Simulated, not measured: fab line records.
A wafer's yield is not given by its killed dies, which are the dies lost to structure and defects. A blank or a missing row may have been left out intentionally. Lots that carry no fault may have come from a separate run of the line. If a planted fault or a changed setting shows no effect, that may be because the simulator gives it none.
fab line records	flow n5Finfet
[record] lots = 8	wafers = 24	lastDay = 18
route steps=1938 shown BEOL_M1@769 BEOL_M4@1111 PASSIVATION@1936
lots that met no fault: taken from a fault-free run of the same line
startH: hours from the record's opening day to when the first of the lot's shown wafers began	waitH: hours elapsed since this lot's preceding step	" the same as in the row above	L1.1+2: several wafers, shown together as one row	- no value, or no start was given	* or withheld: withheld	< > ~ a bound
route shown NAME@n: a module of which the file shows steps, and the number in the route of the first	usual: mean and standard deviation over wafers with no fault	same: alike in all rows	chamber/n: place in a boat	sites: the reading at each site	_std_site: the values' standard deviation	_edge_site: inner sites' mean taken away from outer sites' mean	radiusMm: how far each site lies from the wafer's centre	mask NAME#n: copy n	behind: the last tool/chamber to shape the wafer	hold: why the lot went on hold/how many hours it stayed there/how the hold came to an end	device: transistor that didn't switch, given as n, p or np	end of line: tests of these same wafers at the route's end	a step given without rows: its recipe and nothing more	killed: dies that structure and defects cost at the first sort, which is not the same as the wafer's yield	map: a wafer's dies, marking killed ones x, the rest . and places with no die _
set.NAME: the setting the step ran with; set.NAME@STEP: the setting that earlier step ran with	model.NAME: the simulator's own value behind a step, which no gauge read
one table for each step of the route and one row for each wafer, over a sample of lots
services: a tool's chamber out of use, with start hour (startH, from the record's first day; less than 0 if before it), hours out, and reason
[[steps]]
[step N5_BEOL_M1_ETCH_63]
[recipe] chemistry = CF4	target = SiARC	targetDepthA = 156	maskMaterial = CAR-EUV	timeS = 26	ionEnergyEv = 80	pressureMtorr = 40	sourceW = 545	biasW = 36	Ar_flow_sccm = 100	cf4FlowSccm = 100	ends = cleared
[usual] biasW = 36.00/0.097	drypumpMotorCurrentA = 5.7/0.47	etchRfOnTimeS = 25.9/0.63	oesProductAu = 0.65/0.058	rfVppV = 183.9/1.2	showerheadPlenumPTorr = 2.13/0.073	throttleValvePct = 15.66/0.25
lot.wafer	tool	chamber	startH	waitH	biasW	drypumpMotorCurrentA	etchRfOnTimeS	oesProductAu	rfHoursCounterH	rfVppV	showerheadPlenumPTorr	throttleValvePct
L377.1	rieDiel-02	3	130.45	0.0	35.94	5.5	27.0	0.76	30	185.9	2.26	15.24
L377.4	"	0	"	"	36.03	5.2	27.6	0.73	21	183.0	2.11	15.47
L377.5	"	3	"	"	35.92	5.5	27.0	0.77	-	184.6	2.26	15.22
L383.3	rieDiel-02	3	171.50	0.0	36.15	5.5	26.7	0.74	44	184.6	2.25	15.25
L383.4	"	1	"	"	36.18	6.2	25.6	0.63	188	184.1	2.13	15.56
L383.6	"	3	"	"	35.95	5.5	26.5	0.75	-	185.3	2.25	15.27
L384.2	rieDiel-01	3	177.93	0.0	35.84	6.6	26.1	0.62	167	186.4	2.22	15.80
L384.4	"	0	"	"	35.94	5.6	26.0	0.76	25	184.1	2.18	15.32
L384.6	"	2	"	"	35.98	5.7	25.7	0.61	-	183.8	2.11	16.08
L387.2	rieDiel-03	3	195.00	0.0	36.05	5.1	25.4	0.62	203	184.6	2.11	15.80
L387.3	"	1	"	"	35.95	5.7	25.5	0.64	187	183.5	2.04	15.82
L387.5	"	2	"	"	36.00	5.3	25.5	0.61	-	184.1	2.20	15.89
L386.1	rieDiel-03	3	195.28	0.0	36.01	5.1	25.4	0.63	204	183.6	2.11	15.80
L386.2	"	1	"	"	36.04	5.7	25.5	0.64	187	182.7	2.04	15.82
L386.5	"	3	"	"	36.03	5.1	25.1	0.63	-	183.5	2.11	15.81
L391.3	rieDiel-02	2	220.09	0.0	35.95	5.6	25.9	0.60	226	182.3	2.03	15.66
L391.4	"	1	"	"	36.15	6.3	26.0	0.62	199	184.8	2.12	15.59
L391.6	"	1	"	"	35.99	6.3	25.9	0.63	-	183.6	2.12	15.58
L395.2	rieDiel-01	3	241.80	0.0	36.00	6.6	26.1	0.61	189	185.2	2.21	15.87
L395.4	"	0	"	"	36.03	5.5	26.3	0.73	-	184.1	2.17	15.38
L395.5	"	3	"	"	35.93	6.6	26.2	0.60	-	184.8	2.21	15.86
L398.1	rieDiel-01	0	267.17	0.0	36.04	5.6	26.0	0.72	59	184.7	2.17	15.39
L398.5	"	3	"	"	35.97	6.6	26.3	0.59	-	184.5	2.21	15.89
L398.6	"	1	"	"	36.08	6.6	25.8	0.57	-	182.2	2.04	15.55
[step N5_BEOL_M1_HM_OPEN_17]
[recipe] chemistry = Cl2/BCl3	targetDepthA = 200	overetchA = 60	target = TiN	maskMaterial = SOC	ionEnergyEv = 150	pressureMtorr = 10	icpW = 1000	biasW = 126	Cl2_flow_sccm = 53.25	bcl3FlowSccm = 21.75	Ar_flow_sccm = 25
[usual] drypumpMotorCurrentA = 5.56/0.22	oesProductAu = 0.67/0.081	throttleValvePct = 22.13/0.19
lot.wafer	tool	chamber	startH	waitH	drypumpMotorCurrentA	oesProductAu	rfHoursCounterH	throttleValvePct
L377.1	rieMetal-01	0	130.64	0.0	5.87	0.67	40	22.05
L377.4	"	0	"	"	5.85	0.66	-	22.05
L377.5	"	1	"	"	5.58	0.79	-	21.87
L383.3	rieMetal-02	1	171.73	0.1	5.32	0.74	-	22.32
L383.4	"	0	"	"	5.48	0.51	-	22.22
L383.6	"	1	"	"	5.36	0.74	-	22.30
L384.2	rieMetal-03	0	178.13	0.0	5.18	0.69	34	22.08
L384.4	"	0	"	"	5.19	0.70	-	22.08
L384.6	"	0	"	"	5.21	0.69	-	22.08
L387.2	rieMetal-03	0	195.20	0.0	5.19	0.69	36	22.09
L387.3	"	1	"	"	5.51	0.57	-	22.46
L387.5	"	1	"	"	5.50	0.57	-	22.49
L386.1	rieMetal-01	0	195.48	0.0	5.86	0.65	45	22.04
L386.2	"	1	"	"	5.66	0.75	14	21.90
L386.5	"	0	"	"	5.87	0.66	-	22.04
L391.3	rieMetal-01	1	220.32	0.1	5.58	0.74	-	21.92
L391.4	"	0	"	"	5.87	0.64	-	22.07
L391.6	"	0	"	"	5.88	0.65	-	22.06
L395.2	rieMetal-03	1	242.04	0.1	5.49	0.56	-	22.47
L395.4	"	1	"	"	5.49	0.56	-	22.46
L395.5	"	1	"	"	5.48	0.55	-	22.49
L398.1	rieMetal-02	1	267.36	0.0	5.33	0.70	27	22.33
L398.5	"	0	"	"	5.49	0.79	-	22.13
L398.6	"	1	"	"	5.30	0.72	-	22.34
[step N5_BEOL_M1_VIA_ETCH_34]
[recipe] chemistry = C4F6/O2	targetDepthA = 678	maskMaterial = SOC	pressureMtorr = 15	ionEnergyEv = 250	taperDeg = 4	timeS = 64.4	sourceW = 350	biasW = 170	Ar_flow_sccm = 300	C4F6_flow_sccm = 10	O2_flow_sccm = 10
[usual] biasW = 170.1/0.52	drypumpMotorCurrentA = 5.8/0.49	oesProductAu = 0.76/0.076	rfVppV = 665/25	showerheadPlenumPTorr = 2.83/0.11	throttleValvePct = 30.8/0.36
lot.wafer	tool	chamber	startH	waitH	biasW	drypumpMotorCurrentA	oesProductAu	rfHoursCounterH	rfVppV	showerheadPlenumPTorr	throttleValvePct
L377.1	rieDiel-02	3	132.32	0.0	169.7	5.5	0.89	31	647	3.04	30.8
L377.4	"	1	"	"	170.6	6.3	0.75	177	664	2.86	30.8
L377.5	"	1	"	"	170.0	6.2	0.74	-	663	2.86	30.8
L383.3	rieDiel-02	3	174.36	0.0	145.7	5.5	0.85	45	571	3.03	30.8
L383.4	"	0	"	"	145.4	5.3	0.82	34	599	2.78	31.0
L383.6	"	2	"	"	145.9	5.6	0.69	-	598	2.67	30.4
L384.2	rieDiel-02	2	179.41	0.0	145.7	5.6	0.69	219	597	2.67	30.4
L384.4	"	0	"	"	146.1	5.2	0.81	36	597	2.78	31.0
L384.6	"	2	"	"	145.3	5.6	0.69	-	600	2.67	30.4
L387.2	rieDiel-03	0	198.78	0.0	170.1	5.7	0.71	227	647	2.95	31.4
L387.3	"	2	"	"	169.9	5.3	0.70	234	645	2.93	31.2
L387.5	"	2	"	"	170.4	5.3	0.70	-	646	2.93	31.2
L386.1	rieDiel-02	0	204.23	0.0	145.8	5.3	0.81	44	597	2.78	31.0
L386.2	"	1	"	"	146.0	6.2	0.71	198	588	2.85	30.8
L386.5	"	1	"	"	146.8	6.2	0.71	-	587	2.85	30.8
L391.3	rieDiel-01	0	222.28	0.0	169.3	5.6	0.86	42	665	2.88	30.3
L391.4	"	1	"	"	169.4	6.6	0.69	-	622	2.70	30.4
L391.6	"	0	"	"	170.7	5.6	0.86	-	668	2.88	30.3
L395.2	rieDiel-03	3	247.17	0.0	169.9	5.1	0.71	221	674	2.77	30.4
L395.4	"	0	"	"	170.2	5.7	0.70	-	647	2.94	31.4
L395.5	"	1	"	"	170.3	5.7	0.73	-	657	2.71	31.0
L398.1	rieDiel-02	0	271.34	0.0	170.4	5.2	0.81	59	675	2.77	31.0
L398.5	"	2	"	"	169.5	5.6	0.70	-	677	2.66	30.5
L398.6	"	1	"	"	170.2	6.2	0.72	-	663	2.84	30.8
[step N5_BEOL_M1_ETCH_41]
[recipe] chemistry = CH3F/O2	target = SiCN	targetDepthA = 319	taperDeg = 2	timeS = 57.8	ionEnergyEv = 120	maskMaterial = TiN	pressureMtorr = 30	sourceW = 395	biasW = 75	Ar_flow_sccm = 150	CH3F_flow_sccm = 30	O2_flow_sccm = 20
[usual] biasW = 75.01/0.25	drypumpMotorCurrentA = 5.7/0.49	oesProductAu = 0.76/0.076	rfVppV = 297.2/1.6	showerheadPlenumPTorr = 1.99/0.078	throttleValvePct = 16.37/0.27
lot.wafer	tool	chamber	startH	waitH	biasW	drypumpMotorCurrentA	oesProductAu	rfHoursCounterH	rfVppV	showerheadPlenumPTorr	throttleValvePct
L377.1	rieDiel-02	3	-	-	75.17	5.5	0.90	31	299.4	2.14	16.09
L377.4	"	1	"	"	75.32	6.2	0.75	177	297.4	2.01	16.33
L377.5	"	1	"	"	75.38	6.2	0.75	-	297.3	2.01	16.32
L383.3	rieDiel-02	3	-	-	75.16	5.5	0.87	45	299.5	2.13	16.12
L383.4	"	0	"	"	75.02	5.3	0.83	34	294.6	1.96	16.17
L383.6	"	2	"	"	75.36	5.6	0.72	-	295.7	1.88	16.25
L384.2	rieDiel-02	2	-	-	75.26	5.6	0.72	219	294.2	1.88	16.28
L384.4	"	0	"	"	75.23	5.2	0.84	36	296.9	1.96	16.19
L384.6	"	2	"	"	75.05	5.6	0.72	-	294.5	1.88	16.29
L387.2	rieDiel-03	0	-	-	74.97	5.6	0.71	227	298.5	2.07	16.86
L387.3	"	2	"	"	75.17	5.3	0.71	234	299.1	2.06	16.61
L387.5	"	2	"	"	75.16	5.3	0.70	-	297.8	2.06	16.60
L386.1	rieDiel-02	0	-	-	74.85	5.2	0.83	44	297.6	1.96	16.19
L386.2	"	1	"	"	74.57	6.2	0.73	198	296.1	2.00	16.39
L386.5	"	1	"	"	74.57	6.2	0.73	-	295.9	2.00	16.38
L391.3	rieDiel-01	0	-	-	74.93	5.6	0.87	42	297.4	2.03	16.06
L391.4	"	1	"	"	74.67	6.6	0.67	-	294.8	1.89	16.14
L391.6	"	0	"	"	74.82	5.6	0.85	-	297.3	2.03	16.04
L395.2	rieDiel-03	3	-	-	75.04	5.1	0.72	221	296.0	1.95	16.44
L395.4	"	0	"	"	74.87	5.6	0.71	-	298.2	2.07	16.89
L395.5	"	1	"	"	74.91	5.7	0.74	-	296.2	1.90	16.57
L398.1	rieDiel-02	0	-	-	75.21	5.2	0.80	59	296.6	1.95	16.24
L398.5	"	2	"	"	75.35	5.6	0.71	-	295.5	1.87	16.33
L398.6	"	1	"	"	74.69	6.2	0.72	-	297.4	2.00	16.40
[step N5_BEOL_M4_RC_MEAS_101]
[usual] DIBL_N = 36.0/2.5	DIBL_P = 36.7/3	IOFF_N = 0.16/0.043	IOFF_P = 0.21/0.049	ION_N = 673/15	ION_P = 461/9.8	SS_N = 71.5/0.83	SS_P = 73.4/0.83	VT_N = 250/4	VT_P = -251/4
lot.wafer	tool	chamber	startH	waitH	DIBL_N[mV/V]	DIBL_P[mV/V]	IOFF_N[nA/um]	IOFF_P[nA/um]	ION_N[uA/um]	ION_P[uA/um]	SS_N[mV/dec]	SS_P[mV/dec]	VT_N[mV]	VT_P[mV]
L377.1	prober-02	0	180.56	0.0	36.6	37.3	0.18	0.19	697	468	71.9	74.1	248	-254
L377.4	"	0	"	"	38.3	38.7	0.20	0.22	686	459	72.2	74.5	247	-251
L377.5	"	0	"	"	34.3	34.4	0.13	0.16	676	463	70.9	73.0	254	-255
L383.3	prober-01	0	216.36	0.3	38.4	38.0	0.19	0.23	673	462	72.0	74.1	252	-251
L383.4	"	0	"	"	35.0	35.9	0.13	0.19	665	456	71.3	73.1	254	-253
L383.6	"	0	"	"	36.9	38.2	0.16	0.23	664	460	72.0	74.3	252	-250
L384.2	prober-01	0	218.24	0.2	39.2	43.4	0.28	0.32	689	470	72.0	75.1	242	-244
L384.4	"	0	"	"	35.1	35.1	0.17	0.18	666	456	71.2	73.2	249	-254
L384.6	"	0	"	"	33.3	35.7	0.13	0.17	677	463	69.9	72.6	251	-254
L387.2	prober-02	0	237.25	0.2	34.1	31.5	0.12	0.19	685	473	70.1	72.6	253	-250
L387.3	"	0	"	"	34.7	31.4	0.11	0.18	651	455	71.0	72.2	256	-248
L387.5	"	0	"	"	35.0	31.5	0.13	0.20	662	466	70.8	72.7	253	-248
L386.1	prober-02	0	242.03	0.0	39.5	40.3	0.23	0.28	685	460	72.8	74.4	245	-247
L386.2	"	0	"	"	35.1	34.3	0.14	0.19	686	473	70.6	73.1	252	-254
L386.5	"	0	"	"	37.1	36.4	0.19	0.21	678	457	71.6	73.3	247	-253
L391.3	prober-01	0	270.19	0.3	34.1	34.3	0.12	0.15	682	458	70.1	72.9	251	-257
L391.4	"	0	"	"	37.5	37.5	0.18	0.20	693	462	72.1	74.3	249	-252
L391.6	"	0	"	"	33.7	34.6	0.12	0.17	666	460	71.0	73.0	253	-252
L395.2	prober-01	0	296.14	0.2	37.2	38.7	0.19	0.26	677	464	71.9	73.6	248	-248
L395.4	"	0	"	"	33.4	33.9	0.13	0.19	662	463	70.9	72.9	253	-250
L395.5	"	0	"	"	34.2	34.3	0.15	0.20	682	472	71.5	72.6	246	-249
L398.1	prober-01	0	325.33	0.0	35.6	36.6	0.14	0.17	672	454	71.1	72.9	252	-256
L398.5	"	0	"	"	37.2	38.3	0.17	0.19	683	463	71.8	73.6	251	-254
L398.6	"	0	"	"	35.3	36.1	0.13	0.16	650	445	70.9	73.2	254	-258
[step N5_PASSIVATION_PROBE_49]
[usual] defectLimitedYield = 91.1/1.5	killed_at_M0_to_M3 = 37/11	killed_at_M4_up = 13/5.6	killedAtContacts = 12/5.6	killedAtFrontEnd = 39/11	killedAtOther = 4/3.1	killedDies = 105/18	killedOpen = 69/13	killedShort = 35/7.4	sort_bin_4_leakage = 0.00/0.022	sort_bin_5_function = 5.1/0.92	sort_bin_6_memory = 3.4/0.76	sortNPass = 1075/18	sortYieldPct = 91.1/1.5
[same] grossDies = 1180	killedAtBackSide = 0	sort_bin_8_speed[%] = 0
lot.wafer	tool	chamber	startH	waitH	defectLimitedYield[%]	killed_at_M0_to_M3	killed_at_M4_up	killedAtContacts	killedAtFrontEnd	killedAtOther	killedDies	killedOpen	killedShort	sort_bin_4_leakage[%]	sort_bin_5_function[%]	sort_bin_6_memory[%]	sortNPass	sortYieldPct[%]
L384.2	prober-01	-	315.89	0.1	88.9	47	8	16	53	7	131	82	47	0.25	5.9	4.6	1046	88.6
L384.4	prober-01	-	315.99	0.2	89.7	44	11	15	46	5	121	86	34	0	6.0	3.8	1059	89.7
L384.6	prober-01	-	316.09	0.3	90.8	37	4	10	50	8	109	54	54	0	5.6	2.9	1071	90.8
L383.3	prober-02	-	324.51	0.1	88.1	50	22	26	37	6	141	108	32	0	7.5	4.2	1039	88.1
L383.4	prober-02	-	324.56	0.2	89.6	39	16	8	59	1	123	80	43	0	5.5	4.5	1057	89.6
L383.6	prober-02	-	324.66	0.3	92.2	31	7	10	41	3	92	60	31	0	4.9	2.6	1088	92.2
L387.2	prober-01	-	344.24	0.1	94.1	28	8	3	25	6	70	46	23	0	3.0	2.7	1110	94.1
L387.3	prober-01	-	344.29	0.1	94.2	25	2	4	28	9	68	37	31	0	3.4	2.2	1112	94.2
L387.5	prober-01	-	344.39	0.2	91.4	49	7	8	33	4	101	73	28	0	5.0	3.5	1079	91.4
L386.2	prober-02	-	349.21	0.1	90.5	40	7	30	33	2	112	71	41	0	5.3	3.6	1068	90.5
L391.3	prober-02	-	390.29	0.1	91.9	27	11	11	46	1	96	58	38	0	4.6	3.2	1084	91.9
L391.4	prober-02	-	390.34	0.2	91.4	36	16	14	34	1	101	62	37	0	5.3	3.0	1079	91.4
L391.6	prober-02	-	390.44	0.3	91.2	36	18	12	36	2	104	68	36	0	4.8	3.9	1076	91.2
// killed by level:class
L384.2 FIN_SAQP:geometricParticle:open=16 FIN_SAQP:geometricParticle:short=15 BEOL_M0_SAQP:geometricParticle:open=14 MOL_CONTACT_COAG:geometricParticle:open=13 BEOL_M0_SAQP:geometricParticle:short=10 STI_FIN_REVEAL:geometricParticle:open=9 BEOL_M2:geometricParticle:short=7 BEOL_M2:geometricParticle:open=7
L384.4 FIN_SAQP:geometricParticle:open=14 MOL_CONTACT_COAG:geometricParticle:open=13 BEOL_M0_SAQP:geometricParticle:short=9 FIN_SAQP:geometricParticle:short=8 BEOL_M0_SAQP:geometricParticle:open=8 BEOL_M3:geometricParticle:open=8 STI_FIN_REVEAL:geometricParticle:open=7 STI_FIN_REVEAL:geometricParticle:short=5
L384.6 FIN_SAQP:geometricParticle:short=18 BEOL_M0_SAQP:geometricParticle:open=10 MOL_CONTACT_COAG:geometricParticle:open=8 BEOL_M0_SAQP:geometricParticle:short=8 GATE_CUT:geometricParticle:short=6 FIN_SAQP:geometricParticle:open=5 STI_FIN_REVEAL:geometricParticle:open=5 STARTING-WAFER:geometricParticle:short=5
L383.3 MOL_CONTACT_COAG:geometricParticle:open=19 STI_FIN_REVEAL:geometricParticle:open=16 BEOL_M4:geometricParticle:open=13 BEOL_M0_SAQP:geometricParticle:open=13 BEOL_M0_SAQP:geometricParticle:short=13 BEOL_M3:geometricParticle:open=9 BEOL_M1:geometricParticle:open=8 MOL_CONTACT_COAG:geometricParticle:short=7
L383.4 STI_FIN_REVEAL:geometricParticle:open=26 BEOL_M0_SAQP:geometricParticle:open=13 BEOL_M0_SAQP:geometricParticle:short=9 ILD0:geometricParticle:short=7 BEOL_M1:geometricParticle:open=6 MOL_CONTACT_COAG:geometricParticle:open=5 BEOL_M0:geometricParticle:open=5 STARTING-WAFER:geometricParticle:short=5
L383.6 STI_FIN_REVEAL:geometricParticle:open=16 BEOL_M1:geometricParticle:open=14 MOL_CONTACT_COAG:geometricParticle:open=7 BEOL_M0_SAQP:geometricParticle:short=6 GATE_CUT:geometricParticle:short=4 BEOL_M0_SAQP:geometricParticle:open=4 STARTING-WAFER:geometricParticle:open=4 FIN_SAQP:geometricParticle:open=3
L387.2 BEOL_M2:geometricParticle:open=9 BEOL_M0_SAQP:geometricParticle:open=6 BEOL_M2:geometricParticle:short=5 STI_FIN_REVEAL:geometricParticle:open=4 ILD0:geometricParticle:open=4 GATE_CUT:geometricParticle:open=4 FIN_SAQP:geometricParticle:short=3 ILD0:geometricParticle:short=3
L387.3 BEOL_M0_SAQP:geometricParticle:short=10 FIN_SAQP:geometricParticle:short=5 STI_FIN_REVEAL:geometricParticle:open=5 GATE_CUT:geometricParticle:short=5 BEOL_M3:geometricParticle:open=4 DUMMY_GATE:geometricParticle:open=3 MOL_CONTACT_COAG:geometricParticle:open=3 BEOL_M0_SAQP:geometricParticle:open=3
L387.5 BEOL_M0_SAQP:geometricParticle:open=15 BEOL_M0_SAQP:geometricParticle:short=12 DUMMY_GATE:geometricParticle:open=11 BEOL_M0:geometricParticle:open=7 BEOL_M2:geometricParticle:open=7 STI_FIN_REVEAL:geometricParticle:open=6 MOL_CONTACT_COAG:geometricParticle:open=6 GATE_CUT:geometricParticle:open=3
L386.2 MOL_CONTACT_COAG:geometricParticle:open=24 BEOL_M0_SAQP:geometricParticle:short=13 BEOL_M3:geometricParticle:open=10 BEOL_M0_SAQP:geometricParticle:open=8 FIN_SAQP:geometricParticle:open=7 DUMMY_GATE:geometricParticle:open=6 MOL_CONTACT_COAG:geometricParticle:short=6 BEOL_M1:geometricParticle:open=5
L391.3 STI_FIN_REVEAL:geometricParticle:open=13 FIN_SAQP:geometricParticle:short=12 FIN_SAQP:geometricParticle:open=9 MOL_CONTACT_COAG:geometricParticle:open=7 BEOL_M4:geometricParticle:open=6 GATE_CUT:geometricParticle:short=6 BEOL_M3:geometricParticle:open=6 BEOL_M0_SAQP:geometricParticle:short=5
L391.4 MOL_CONTACT_COAG:geometricParticle:open=12 BEOL_M0_SAQP:geometricParticle:short=12 GATE_CUT:geometricParticle:short=10 STI_FIN_REVEAL:geometricParticle:open=8 BEOL_M3:geometricParticle:open=7 BEOL_M2:geometricParticle:open=6 BEOL_M4:geometricParticle:open=6 FIN_SAQP:geometricParticle:short=4
L391.6 BEOL_M0_SAQP:geometricParticle:short=13 MOL_CONTACT_COAG:geometricParticle:open=11 BEOL_M4:geometricParticle:open=10 STI_FIN_REVEAL:geometricParticle:open=8 BEOL_M0_SAQP:geometricParticle:open=8 BEOL_M3:geometricParticle:open=8 FIN_SAQP:geometricParticle:short=6 FIN_SAQP:geometricParticle:open=4
[[services]]
tool	chamber	startH	hours	kind
rieMetal-01	0	133.41	1.5	repair
rieDiel-02	-	204.96	14.6	pm
rieMetal-02	1	209.25	8.3	repair
rieDiel-01	3	218.89	5.0	repair
rieDiel-02	0	225.17	5.2	repair
rieMetal-02	-	233.44	1.1	repair
rieDiel-01	2	237.75	12.4	repair
rieMetal-03	0	240.05	54.4	repair
rieDiel-03	2	244.14	-	clean
rieDiel-03	2	244.14	-	consumableReplace:focusRing
rieDiel-03	2	244.14	16.8	scheduledDown
rieDiel-03	2	244.14	16.8	ventCycle
rieDiel-01	2	250.55	-	clean
rieDiel-01	2	250.55	-	consumableReplace:focusRing
rieDiel-01	2	250.55	18.5	scheduledDown
rieDiel-01	2	250.55	18.5	ventCycle
rieDiel-01	1	269.04	-	clean
rieDiel-01	1	269.04	-	consumableReplace:focusRing
rieDiel-01	1	269.04	-	consumableReplace:showerhead
rieDiel-01	1	269.04	21.5	scheduledDown
rieDiel-03	0	270.19	-	clean
rieDiel-03	0	270.19	-	consumableReplace:focusRing
rieDiel-03	0	270.19	14.2	scheduledDown
rieDiel-03	0	270.19	14.2	ventCycle
[[key]]
[firstSign] step = N5_BEOL_M1_VIA_ETCH_34	reading = biasW	direction = down	sigmas = 47	usual = *	struck = *
[effect] step = N5_BEOL_M1_VIA_ETCH_34	reading = rfVppV	direction = down	sigmas = 2.8	usual = 665	struck = 593
metAt N5_BEOL_M1_VIA_ETCH_34
struckLots L383,L384,L386
notActingAt N5_BEOL_M1_ETCH_63,N5_BEOL_M1_HM_OPEN_17,N5_BEOL_M1_ETCH_41
onsetBetween 132.32 174.36
[fault] kind = processParameterDrift	tool = rieDiel-02	chamber = -	onsetH = 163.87	steps = N5_BEOL_M1_VIA_ETCH_34	channel = biasW	offset = *	shape = step	endH = 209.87	actsIn = *	stated = *
